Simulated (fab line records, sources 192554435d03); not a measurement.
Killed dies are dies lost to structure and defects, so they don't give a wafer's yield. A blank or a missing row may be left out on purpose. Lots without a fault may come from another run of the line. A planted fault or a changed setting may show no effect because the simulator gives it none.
Split-lot experiment | flow n5_finfet | 7 lots, 21 wafers read, on a route of 1938 steps

THE SPLIT
At N5_BEOL_M1_COAT_62 (time 60 s, resist thk 12 nm), the setting spin_rpm was moved away from the recipe's 1500 rpm on 8 of the 21 wafers read, by -4.0% to +8.1%. The other wafers ran this setting at the recipe's value.

FROM THE SPLIT TO THE READING: what the file shows between them, 5 steps
- N5_BEOL_M1_COAT_73: time 60 s, resist thk 5 nm
- N5_BEOL_M1_COAT_05: resist thk 30 nm
- N5_BEOL_M1_DESCUM_16: chemistry O2, time 7 s
- N5_BEOL_M1_ETCH_74: etches underlayer in N2/H2, target depth 6.5 nm, time 5.2 s
- N5_BEOL_M1_ETCH_63: etches SiARC in CF4, target depth 15.6 nm, time 26 s

THE READING
SiARC_of_BEOL_M1_COAT_62.thk_nm (the simulator's own value, which no gauge read), in nm, at N5_BEOL_M1_ETCH_64 (etches SOC in N2/H2, target depth 75 nm, overetch 15 nm, time 112.5 s). The file gives no usual value for it. The 13 wafers here that ran the recipe average 6.8 nm, standard deviation 0.12 nm.

wafer  | tool, chamber at the split | spin_rpm as run, rpm | against the recipe | SiARC_of_BEOL_M1_COAT_62.thk_nm, nm | against lot-mates on the recipe
L074.3 | litho_track-04, 0          | 1500                 | recipe             | 6.6                                 | -
L074.5 | litho_track-04, 0          | 1440                 | -4.0%              | 7                                   | +0.3
L074.6 | litho_track-04, 0          | 1500                 | recipe             | 6.8                                 | -
L079.1 | litho_track-04, 0          | 1500                 | recipe             | 6.8                                 | -
L079.3 | litho_track-04, 0          | 1500                 | recipe             | 6.8                                 | -
L079.6 | litho_track-04, 0          | 1500                 | recipe             | 6.8                                 | -
L085.4 | litho_track-02, 0          | 1454                 | -3.1%              | 7                                   | no lot-mate on the recipe
L085.5 | litho_track-02, 0          | 1454                 | -3.1%              | 7                                   | no lot-mate on the recipe
L085.6 | litho_track-02, 0          | 1454                 | -3.1%              | 7                                   | no lot-mate on the recipe
L086.2 | litho_track-04, 0          | 1616                 | +7.7%              | 6.2                                 | -0.6
L086.5 | litho_track-04, 0          | 1500                 | recipe             | 6.8                                 | -
L086.6 | litho_track-04, 0          | 1500                 | recipe             | 6.8                                 | -
L088.1 | litho_track-01, 0          | 1500                 | recipe             | 7                                   | -
L088.5 | litho_track-01, 0          | 1500                 | recipe             | 7                                   | -
L088.6 | litho_track-01, 0          | 1500                 | recipe             | 7                                   | -
L092.2 | litho_track-01, 0          | 1500                 | recipe             | 6.8                                 | -
L092.6 | litho_track-01, 0          | 1500                 | recipe             | 6.8                                 | -
L092.5 | litho_track-01, 0          | 1500                 | recipe             | 6.6                                 | -
L096.2 | litho_track-01, 0          | 1622                 | +8.1%              | 6.2                                 | no lot-mate on the recipe
L096.6 | litho_track-01, 0          | 1622                 | +8.1%              | 6.2                                 | no lot-mate on the recipe
L096.5 | litho_track-01, 0          | 1622                 | +8.1%              | 6.4                                 | no lot-mate on the recipe

THE FIT
A straight line over all 21 wafers: SiARC_of_BEOL_M1_COAT_62.thk_nm changes by -0.0673 nm for each +1% of spin_rpm; r = -0.92; the points scatter about the line by 0.11 nm.
The same after taking each lot's own level away (the mean of its wafers on the recipe; 15 wafers): -0.077 nm for each +1%; r = -0.95; scatter 0.06 nm.
On that fit, the largest move of spin_rpm shifts the reading by 0.63 nm.
The lots' own levels span 6.70 to 7.00 nm, that is 2.4 times the standard deviation above.
So the lot-to-lot level changes the slope: the two fits differ.
Check: with one of the wafers moved furthest among these (+7.7%) left out of the fit, the line predicts -0.58 nm for it against its lot-mates. It came out at -0.6 nm against them.

OTHER SPLITS ON THESE WAFERS
These wafers also went through other splits before the reading. Each is held against what the fit with the lots' levels taken away leaves over:
other split on the same wafers       | wafers away from the commonest value | r with SiARC_of_BEOL_M1_COAT_62.thk_nm (lot level and that fit taken away)
N5_GATE_CUT_EXPOSE_10 dose_mj        | 9                                    | +0.00
N5_GATE_CUT_ETCH_37 bias_w           | 4                                    | +0.16
N5_MOL_CONTACT_COAG_COAT_64 spin_rpm | 4                                    | +0.31
N5_BEOL_M1_ILD_DEP_00 time_s         | 10                                   | -0.20

THE WHOLE CHAIN: every reading that the file lists as answering this split, in the file's order
step               | what it does                                                          | reading                                                                          | change (the file's fit)                | r (the file's)
N5_BEOL_M1_COAT_62 | time 60 s, resist thk 12 nm                                           | SiARC_of_BEOL_M1_COAT_62.thk_nm (the simulator's own value, which no gauge read) | -0.0718 nm for each +1% of the setting | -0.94
N5_BEOL_M1_ETCH_63 | etches SiARC in CF4, target depth 15.6 nm, time 26 s                  | etch.depth_nm (the simulator's own value, which no gauge read)                   | -0.0615 nm for each +1% of the setting | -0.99
N5_BEOL_M1_ETCH_64 | etches SOC in N2/H2, target depth 75 nm, overetch 15 nm, time 112.5 s | SiARC_of_BEOL_M1_COAT_62.thk_nm (the simulator's own value, which no gauge read) | -0.077 nm for each +1% of the setting  | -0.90

THE FILE'S OWN FIT
SiARC_of_BEOL_M1_COAT_62.thk_nm changes by -0.077 nm for each +1% of spin_rpm, r = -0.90.
